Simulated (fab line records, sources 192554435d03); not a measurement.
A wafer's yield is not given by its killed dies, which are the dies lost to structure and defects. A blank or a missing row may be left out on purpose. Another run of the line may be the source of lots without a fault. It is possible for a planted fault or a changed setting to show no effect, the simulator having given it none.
fab line records | flow n5Finfet
record lots=5 | wafers=15 | lastDay=16
route steps=1938 shown BEOL_M2@870 PASSIVATION@1936
lots that met no fault: from a run of the same line without faults
startH: hours from the record's opening day to when the first of the lot's shown wafers began | waitH: time in hours since the lot's previous step | " unchanged from the row above | L1.1+2: one row covering several wafers at once | - no value, or no start given | * or withheld: withheld | < > ~ a bound
route shown NAME@n: NAME is a module with steps in the file, n the number in the route of the first one | usual: mean/standard deviation taken from wafers without a fault | same: alike in all rows | chamber/n: place in a boat | sites: the reading at each site | _std_site: the standard deviation of these | _edge_site: inner sites' mean taken away from outer sites' mean | radiusMm: for every site, how far away it sits from the centre of the wafer | mask NAME#n: copy n | behind: the tool/chamber that last shaped the wafer | hold: cause of the lot's hold/its duration in hours/its outcome | device: whichever transistor did not switch (one of n, p or np) | end of line: at the end of the route, the tests of the same wafers | a step with no rows: only its recipe | killed: dies lost to structure and defects at the first sort, not the wafer's yield | map: shows each die of a wafer: x if killed, . if not, _ if none is there
set.NAME: the setting the step ran with; set.NAME@STEP: the setting that earlier step ran with | model.NAME: the simulator's own value behind a step, which no gauge read
lots at selected steps of the route; one table per step, one row per wafer
services: the hour from which a tool's chamber was out of use, counted from the record's first day as startH (under 0 if before that day), plus the number of hours and why
## steps
# step N5_BEOL_M2_COAT_22
# recipe resist=CAR-EUV | spinRpm=1500 | resistThkNm=30
# step N5_BEOL_M2_EBR_24
# recipe solvent=PGMEA | ebrWidthMm=1.5
# step N5_BEOL_M2_SOFTBAKE_23
# recipe tempC=110 | timeS=60 | resist=CAR-EUV
# step N5_BEOL_M2_EXPOSE_25
# recipe maskId=V1 | na=0.33 | sourceShape=quasar | sigmaInner=0.2 | sigmaOuter=0.8 | polarization=unpolarized | defocusNm=5 | doseMj=63
# step N5_BEOL_M2_PEB_26
# recipe pebTempC=100 | pebTimeS=60 | resist=CAR-EUV
# step N5_BEOL_M2_DEVELOP_27
# recipe developTimeS=30 | developer=TMAH | resist=CAR-EUV | rinseLiquid=surfactantRinse | dry=airSpin | devTempC=23
# step N5_BEOL_M2_DESCUM_33
# recipe chemistry=O2 | timeS=7 | sourcePowerW=50 | biasPowerW=20 | pressureMtorr=20 | rfFrequencyHz=2.712e+07 | tempC=40 | resist=CAR-EUV | o2FlowSccm=225
# step N5_BEOL_M2_ETCH_77
# recipe chemistry=N2/H2 | target=underlayer | targetDepthA=65 | maskMaterial=CAR-EUV | timeS=5.2 | ionEnergyEv=200 | pressureMtorr=30 | sourceW=840 | biasW=150 | n2FlowSccm=200 | h2FlowSccm=200 | ends=cleared
# step N5_BEOL_M2_ETCH_69
# recipe chemistry=CF4 | target=SiARC | targetDepthA=156 | maskMaterial=CAR-EUV | timeS=26 | ionEnergyEv=80 | pressureMtorr=40 | sourceW=545 | biasW=36 | Ar_flow_sccm=100 | cf4FlowSccm=100 | ends=cleared
# step N5_BEOL_M2_ALD_98
# recipe material=SiO2 | targetThkA=25 | tempC=100 | aldPrecursorFamily=BDEAS | aldCoReactant=O2-plasma | pulseTimeS=1 | coReactantPulseTimeS=1 | purgeTimeS=2 | coReactantPurgeTimeS=2 | aldCycles=17 | pressureTorr=2
# usual chamberPressureTorr=2.000/0.0045 | heaterPowerW=78/10 | precursorPulseHeightRel=0.998/0.02 | susceptorTempC=100.01/0.12
lot.wafer | tool      | chamber | startH | waitH | chamberPressureTorr | heaterPowerW | precursorPulseHeightRel | sinceWetCleanH | susceptorTempC
L449.1    | aldSin-03 | 0       | 182.39 | 0.1   | 1.992               | 85           | 1.009                   | 175            | 99.84
L449.2    | "         | 1       | "      | "     | 2.003               | 87           | 0.979                   | 175            | 99.92
L449.6    | "         | 2       | "      | "     | 2.000               | 65           | 0.991                   | -              | 100.09
L454.2    | aldSin-04 | 3       | 196.60 | 0.1   | 1.998               | 77           | 0.985                   | 95             | 100.14
L454.5    | "         | 0       | "      | "     | 1.999               | 84           | 0.995                   | -              | 100.12
L454.6    | "         | 3       | "      | "     | 2.006               | 80           | 1.010                   | -              | 100.28
L455.2    | aldSin-04 | 3       | 208.58 | 0.6   | 1.997               | 79           | 1.010                   | 107            | 100.11
L455.4    | "         | 2       | "      | "     | 2.007               | 64           | 0.969                   | 107            | 100.01
L455.6    | "         | 2       | "      | "     | 2.003               | 66           | 1.021                   | -              | 99.77
L457.3    | aldSin-04 | 0       | 217.71 | 0.1   | 1.997               | 87           | 0.980                   | 116            | 100.03
L457.4    | "         | 3       | "      | "     | 1.995               | 80           | 0.999                   | 116            | 99.93
L457.6    | "         | 2       | "      | "     | 2.004               | 65           | 0.988                   | -              | 100.02
L459.4    | aldSin-04 | 1       | 242.97 | 0.0   | 2.001               | 77           | 0.988                   | 142            | 100.04
L459.5    | "         | 0       | "      | "     | 2.003               | 84           | 0.998                   | -              | 100.16
L459.6    | "         | 1       | "      | "     | 1.994               | 78           | 1.013                   | -              | 100.10
# step N5_BEOL_M2_ETCHBACK_99
# recipe chemistry=CHF3 | target=SiO2 | targetDepthA=50 | timeS=10.4 | sourceW=215 | biasW=47 | Ar_flow_sccm=200 | CHF3_flow_sccm=12 | ionEnergyEv=100 | pressureMtorr=30
# step N5_BEOL_M2_ETCH_70
# recipe chemistry=N2/H2 | target=SOC | targetDepthA=800 | overetchA=240 | maskMaterial=SiARC | tempC=40 | timeS=130 | ionEnergyEv=200 | pressureMtorr=30 | sourceW=840 | biasW=150 | n2FlowSccm=200 | h2FlowSccm=200
# step N5_BEOL_M2_STRIP_71
# recipe chemistry=N2/H2 | tempC=40 | n2FlowSccm=200 | h2FlowSccm=200 | rfFrequencyHz=6e+07
# step N5_BEOL_M2_STRIP_78
# recipe chemistry=N2/H2 | tempC=40 | n2FlowSccm=200 | h2FlowSccm=200 | rfFrequencyHz=6e+07
# step N5_BEOL_M2_VIA_ETCH_34
# recipe chemistry=C4F6/O2 | targetDepthA=694 | maskMaterial=SOC | pressureMtorr=15 | ionEnergyEv=250 | taperDeg=4 | timeS=65.9 | sourceW=350 | biasW=170 | Ar_flow_sccm=300 | C4F6_flow_sccm=10 | O2_flow_sccm=10
# step N5_BEOL_M2_STRIP_83
# recipe chemistry=C4F6/O2 | resist=SiARC | rfFrequencyHz=6e+07
# step N5_BEOL_M2_STRIP_36
# recipe chemistry=N2/H2 | powerW=450 | tempC=40 | pressureMtorr=20 | rfFrequencyHz=6e+07 | overashFraction=0.3 | biasPowerW=7 | h2Frac=0.5 | n2FlowSccm=200 | h2FlowSccm=200
# step N5_BEOL_M2_TRENCH_ETCH_37
# recipe chemistry=C4F6/O2 | targetDepthA=555.55 | target=SiOC | timeS=29.2 | ionEnergyEv=250 | pressureMtorr=30 | sourceW=355 | biasW=185 | Ar_flow_sccm=300 | C4F6_flow_sccm=10 | O2_flow_sccm=10
# step N5_BEOL_M2_ETCH_41
# recipe chemistry=CH3F/O2 | target=SiCN | targetDepthA=299 | taperDeg=2 | timeS=52.5 | ionEnergyEv=120 | maskMaterial=TiN | pressureMtorr=30 | sourceW=395 | biasW=75 | Ar_flow_sccm=150 | CH3F_flow_sccm=30 | O2_flow_sccm=20
# step N5_BEOL_M2_STRIP_97
# recipe chemistry=N2/H2 | timeS=10 | powerW=450 | tempC=40 | pressureMtorr=20 | rfFrequencyHz=6e+07 | biasPowerW=7 | n2FlowSccm=200 | h2FlowSccm=200
# step N5_BEOL_M2_HM_STRIP_39
# recipe chemistry=peroxideTinStrip | material=TiN | targetDepthA=250 | tempC=50 | timeS=158
# step N5_BEOL_M2_SRD_40
# recipe timeS=30 | tempC=23 | rinseLiquid=diw | dry=ipaMarangoni
# step N5_BEOL_M2_PRECLEAN_42
# recipe chemistry=residueRemover | timeS=60 | tempC=40
# step N5_BEOL_M2_SRD_43
# recipe timeS=30 | tempC=23 | rinseLiquid=diw | dry=ipaMarangoni
# step N5_BEOL_M2_DEGAS_44
# recipe ambient=vacuum | tempC=250 | timeS=60
# step N5_BEOL_M2_PRE_CLEAN_45
# recipe gas=H2/He | timeS=30 | tempC=250
# step N5_BEOL_M2_ALD_84
# recipe material=TaN | targetThkA=* | tempC=275 | aldPrecursorFamily=PDMAT | aldCoReactant=NH3 | pressureTorr=3 | carrierFlowSccm=1500 | pulseTimeS=2 | purgeTimeS=3 | coReactantPurgeTimeS=2 | coReactantPulseTimeS=3 | aldCycles=30 | precursorVesselTempC=75 | precursorVesselPressureTorr=26.25 | precursorVesselCarrierSccm=1000
# step N5_BEOL_M2_SURFACE_TREAT_85
# recipe gas=Ar | timeS=* | ionEnergyEv=* | ionCurrentMaCm2=0.5 | pressureMtorr=* | arFlowSccm=30
# step N5_BEOL_M2_CVD_47
# recipe material=Co | targetThkA=30 | tempC=withheld | precursor=CCTBA/H2 | pressureTorr=30 | timeS=223.8
# step N5_BEOL_M2_SPUTTER_48
# recipe material=Cu | targetThkA=45 | tempC=-20 | chamberPressurePa=0.07 | powerW=withheld | timeS=8.29
# step N5_BEOL_M2_ANNEAL_49
# recipe tempC=400 | timeS=240 | ambient=vacuum
# step N5_BEOL_M2_SPUTTER_79
# recipe material=Cu | targetThkA=45 | tempC=-20 | chamberPressurePa=0.07 | powerW=withheld | timeS=8.29
# step N5_BEOL_M2_ANNEAL_80
# recipe tempC=400 | timeS=240 | ambient=vacuum
# step N5_BEOL_M2_SPUTTER_81
# recipe material=Cu | targetThkA=45 | tempC=-20 | chamberPressurePa=0.07 | powerW=withheld | timeS=8.29
# step N5_BEOL_M2_ANNEAL_82
# recipe tempC=400 | timeS=240 | ambient=vacuum
# step N5_BEOL_M2_SPUTTER_86
# recipe material=Cu | targetThkA=45 | tempC=-20 | chamberPressurePa=0.07 | powerW=withheld | timeS=8.29
# step N5_BEOL_M2_ANNEAL_87
# recipe tempC=400 | timeS=240 | ambient=vacuum
# step N5_PASSIVATION_PROBE_49
# usual defectLimitedYield=91.3/1.4 | killed_at_M0_to_M3=33/9.9 | killed_at_M4_up=15/5.6 | killedAtContacts=13/5.7 | killedAtFrontEnd=38/12 | killedAtOther=4/3.1 | killedDies=103/17 | killedOnRim=13/4 | killedOpen=66/13 | killedShort=32/7.8 | sort_bin_5_function=5.1/0.95 | sort_bin_6_memory=3.2/0.68 | sort_bin_8_speed=0.02/0.22 | sortNPass=1077/17 | sortYieldPct=91.3/1.5
# same grossDies=1180 | killedAtBackSide=0 | sort_bin_4_leakage[%]=0
lot.wafer | tool      | chamber | startH | waitH | defectLimitedYield[%] | killed_at_M0_to_M3 | killed_at_M4_up | killedAtContacts | killedAtFrontEnd | killedAtOther | killedDies | killedOnRim | killedOpen | killedShort | sort_bin_5_function[%] | sort_bin_6_memory[%] | sort_bin_8_speed[%] | sortNPass | sortYieldPct[%]
L449.1    | prober-02 | -       | 321.17 | 0.0   | 89.3                  | 33                 | 21              | 16               | 53               | 3             | 126        | 11          | 89         | 35          | 6.4                    | 3.8                  | 0                   | 1054      | 89.3
L449.2    | prober-02 | -       | 321.22 | 0.1   | 89.6                  | 36                 | 13              | 16               | 55               | 3             | 123        | 21          | 77         | 41          | 6.1                    | 4.0                  | 0                   | 1057      | 89.6
L449.6    | prober-02 | -       | 321.42 | 0.3   | 91.3                  | 26                 | 20              | 21               | 33               | 3             | 103        | 11          | 73         | 28          | 5.5                    | 3.1                  | 0                   | 1077      | 91.3
L457.3    | prober-01 | -       | 350.44 | 0.1   | 82.9                  | 152                | 9               | 22               | 19               | 0             | 202        | 28          | 55         | 25          | 10.5                   | 2.8                  | 0                   | 978       | 82.9
L457.4    | prober-01 | -       | 350.49 | 0.2   | 89.0                  | 86                 | 10              | 13               | 21               | 0             | 130        | 33          | 59         | 27          | 7.2                    | 2.5                  | 0                   | 1050      | 89.0
L457.6    | prober-01 | -       | 350.59 | 0.3   | 83.5                  | 140                | 7               | 23               | 16               | 9             | 195        | 33          | 53         | 33          | 8.8                    | 3.6                  | 0                   | 985       | 83.5
L455.2    | prober-01 | -       | 356.44 | 0.1   | 86.0                  | 95                 | 12              | 21               | 36               | 1             | 165        | 33          | 77         | 37          | 7.5                    | 5.1                  | 0                   | 1015      | 86.0
L455.4    | prober-01 | -       | 356.54 | 0.2   | 81.8                  | 142                | 11              | 22               | 32               | 8             | 215        | 31          | 74         | 29          | 11.3                   | 3.6                  | 0                   | 965       | 81.8
L455.6    | prober-01 | -       | 356.64 | 0.3   | 82.9                  | 146                | 6               | 14               | 33               | 3             | 202        | 30          | 64         | 29          | 9.7                    | 3.8                  | 0                   | 978       | 82.9
L459.4    | prober-01 | -       | 379.96 | 0.2   | 85.2                  | 109                | 13              | 14               | 31               | 8             | 175        | 25          | 65         | 19          | 9.4                    | 2.9                  | 0                   | 1005      | 85.2
L459.5    | prober-01 | -       | 380.01 | 0.2   | 82.2                  | 161                | 19              | 5                | 24               | 1             | 210        | 29          | 57         | 33          | 9.8                    | 4.2                  | 0                   | 970       | 82.2
L459.6    | prober-01 | -       | 380.06 | 0.3   | 83.0                  | 135                | 17              | 7                | 41               | 1             | 201        | 32          | 74         | 41          | 9.3                    | 4.7                  | 0                   | 979       | 83.0
# killed by level:class
L449.1 FIN_SAQP:geometricParticle:open=17 FIN_SAQP:geometricParticle:short=14 MOL_CONTACT_COAG:geometricParticle:open=14 BEOL_M5:geometricParticle:open=9 BEOL_M2:geometricParticle:open=8 BEOL_M0_SAQP:geometricParticle:open=7 GATE_CUT:geometricParticle:short=6 BEOL_M1:geometricParticle:open=6
L449.2 FIN_SAQP:geometricParticle:open=15 FIN_SAQP:geometricParticle:short=15 BEOL_M0_SAQP:geometricParticle:short=13 MOL_CONTACT_COAG:geometricParticle:open=12 BEOL_M0_SAQP:geometricParticle:open=10 DUMMY_GATE:geometricParticle:open=8 STI_FIN_REVEAL:geometricParticle:open=6 BEOL_M2:geometricParticle:open=5
L449.6 MOL_CONTACT_COAG:geometricParticle:open=18 FIN_SAQP:geometricParticle:open=12 FIN_SAQP:geometricParticle:short=9 BEOL_M0_SAQP:geometricParticle:open=8 BEOL_M5:geometricParticle:open=7 BEOL_M2:geometricParticle:open=5 BEOL_M0_SAQP:geometricParticle:short=4 BEOL_M1:geometricParticle:open=4
L457.3 BEOL_M2:unspecified=118 MOL_CONTACT_COAG:geometricParticle:open=19 BEOL_M0_SAQP:geometricParticle:open=9 BEOL_M2:geometricParticle:open=7 BEOL_M0_SAQP:geometricParticle:short=5 BEOL_M1:geometricParticle:short=5 FIN_SAQP:geometricParticle:short=4 FIN_SAQP:geometricParticle:open=3
L457.4 BEOL_M2:unspecified=42 MOL_CONTACT_COAG:geometricParticle:open=12 BEOL_M3:geometricParticle:open=9 BEOL_M0_SAQP:geometricParticle:short=8 BEOL_M0_SAQP:geometricParticle:open=8 BEOL_M1:geometricParticle:short=5 BEOL_M2:geometricParticle:open=5 FIN_SAQP:geometricParticle:open=4
L457.6 BEOL_M2:unspecified=106 MOL_CONTACT_COAG:geometricParticle:open=17 BEOL_M0_SAQP:geometricParticle:short=11 BEOL_M2:geometricParticle:open=6 BEOL_M3:geometricParticle:open=6 PAD_METAL:geometricParticle:short=5 FIN_SAQP:geometricParticle:open=4 FIN_SAQP:geometricParticle:short=4
L455.2 BEOL_M2:unspecified=50 MOL_CONTACT_COAG:geometricParticle:open=14 BEOL_M1:geometricParticle:open=13 FIN_SAQP:geometricParticle:open=8 STI_FIN_REVEAL:geometricParticle:open=8 BEOL_M0_SAQP:geometricParticle:open=7 MOL_CONTACT_COAG:geometricParticle:short=7 BEOL_M0_SAQP:geometricParticle:short=7
L455.4 BEOL_M2:unspecified=108 MOL_CONTACT_COAG:geometricParticle:open=17 BEOL_M3:geometricParticle:open=10 BEOL_M1:geometricParticle:open=8 FIN_SAQP:geometricParticle:open=7 STI_FIN_REVEAL:geometricParticle:open=7 FIN_SAQP:geometricParticle:short=6 MOL_CONTACT_COAG:geometricParticle:short=4
L455.6 BEOL_M2:unspecified=105 BEOL_M2:geometricParticle:open=15 MOL_CONTACT_COAG:geometricParticle:open=11 BEOL_M0_SAQP:geometricParticle:open=7 FIN_SAQP:geometricParticle:open=6 GATE_CUT:geometricParticle:short=6 BEOL_M0_SAQP:geometricParticle:short=5 BEOL_M3:geometricParticle:open=5
L459.4 BEOL_M2:unspecified=89 MOL_CONTACT_COAG:geometricParticle:open=10 DUMMY_GATE:geometricParticle:open=9 STI_FIN_REVEAL:geometricParticle:open=7 BEOL_M2:geometricParticle:open=6 BEOL_M3:geometricParticle:open=6 BEOL_M4:geometricParticle:open=5 BEOL_M5:geometricParticle:open=5
L459.5 BEOL_M2:unspecified=116 BEOL_M2:geometricParticle:open=11 STI_FIN_REVEAL:geometricParticle:open=10 BEOL_M4:geometricParticle:open=9 BEOL_M0_SAQP:geometricParticle:short=8 BEOL_M0:geometricParticle:open=7 BEOL_M1:geometricParticle:open=5 BEOL_M2:geometricParticle:short=5
L459.6 BEOL_M2:unspecified=85 BEOL_M0_SAQP:geometricParticle:short=15 BEOL_M2:geometricParticle:open=14 STI_FIN_REVEAL:geometricParticle:open=12 FIN_SAQP:geometricParticle:open=8 BEOL_M0_SAQP:geometricParticle:open=8 DUMMY_GATE:geometricParticle:open=6 BEOL_M4:geometricParticle:short=5
# map L455.4 (x killed, . not)
_________________x...x.......________________
______________...x.....x........_____________
___________...x..................x.__________
__________.x..x....................x_________
________.....x........x..............._______
_______..x..x...............x.........x______
______x.x.x............................._____
_____xxxxxxx.x...................x.......____
____xxxxxxxxx.x....x......x...x...x.......___
___xxxxxxxxx..x..................x.........__
___xxxxxxxxxx....x.....x..x......xx..x.....__
__xxxxxxxxxxx.x........x....x..............._
__xxxxxxxxxx............................x..._
_xxxxxxxxxxx.....x........x.......xx..x......
_xxxxxxxxxx..........x...........x..........x
_xxxxxxxxxxx...........x.....x...............
_xxxxxxxx.x..x............x........x.x......x
_...xxx.x....x......x......x......x...x......
_........x.................x...xx............
_..................x.........................
_......xx......x...xx.xxx..x.......xx........
__x.......................x................._
__.......x.....x............................_
___.....x..................................__
___.........x........x....x.x.........x....__
____.....x.......x.x..x..........x..x..x..___
_____.......x.........xxx............x...____
______.................x....x..........._____
_______...x............................______
________..............x....x.........._______
__________x.x....x............x....._________
___________.......x.....x..x..x...x__________
______________x...x.x...x.....x._____________
_________________............________________
# map L457.3 (x killed, . not)
_________________............________________
______________.................._____________
___________..x..................x..__________
__________..................x......._________
________..x...........x.............x._______
_______............x.x.x...............______
______.....x....x...x.x......x......x..._____
_____........x......x.x......x...........____
____x.....x...........xx.............x....___
___.x........x...x....x....................__
___x.......................................__
__......................x..x.....x.........._
__................x....x................x..x_
_..x...x..............x.............xx.x.x.x.
_..........x..........x.................xx.x.
_..x...x................x..........xxxxxxxxxx
_.x....x...........x..x..........x.xxxxxxxxxx
_....x............x..............xxxxxxxxxxxx
_...............x.................xxxxxxxxxxx
_..........x............x........xxxxxxxxxxxx
_x....x...x............x.......x..xxxxxxxxxxx
__.x.............................xxxxxxxxxxx_
__...........x....x...............xxxxxxxxxx_
___x...........................xx.x.xxxxxxx__
___...........................xx.x..xxxxxxx__
____......x....x.......x...........x..xxxx___
_____.....x.x............xx..........x...____
______...............................x.x_____
_______..........................x.....______
________.....x...........x......x....._______
__________................x....x...._________
___________....x...................__________
______________.x....x..........._____________
_________________............________________
## services
tool      | chamber | startH | hours | kind
aldSin-04 | -       | 188.60 | 1.9   | repair
aldSin-04 | 2       | 200.11 | 3.1   | repair
aldSin-03 | 3       | 206.32 | 3.6   | repair
aldSin-03 | -       | 207.72 | 6.0   | pm
## key
firstSign step=N5_PASSIVATION_PROBE_49 | reading=killed_at_M0_to_M3 | direction=up | sigmas=9.7 | usual=33 | struck=130
effect step=N5_PASSIVATION_PROBE_49 | reading=defectLimitedYield | direction=down | sigmas=5.1 | usual=91.3 | struck=84.0
moreKillsBornAt N5_BEOL_M2_ALD_98@aldSin-04=819
metAt N5_BEOL_M2_ALD_98
struckWafers L455.2,L455.4,L455.6,L457.3,L457.4,L457.6,L459.4,L459.5,L459.6
onsetBetween 196.60 208.58
alsoFits time
fault kind=chamberParticleSource | tool=aldSin-04 | chamber=- | onsetH=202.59 | steps=N5_BEOL_M2_ALD_98 | ratePerVisitCm2=1.5604 | endH=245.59
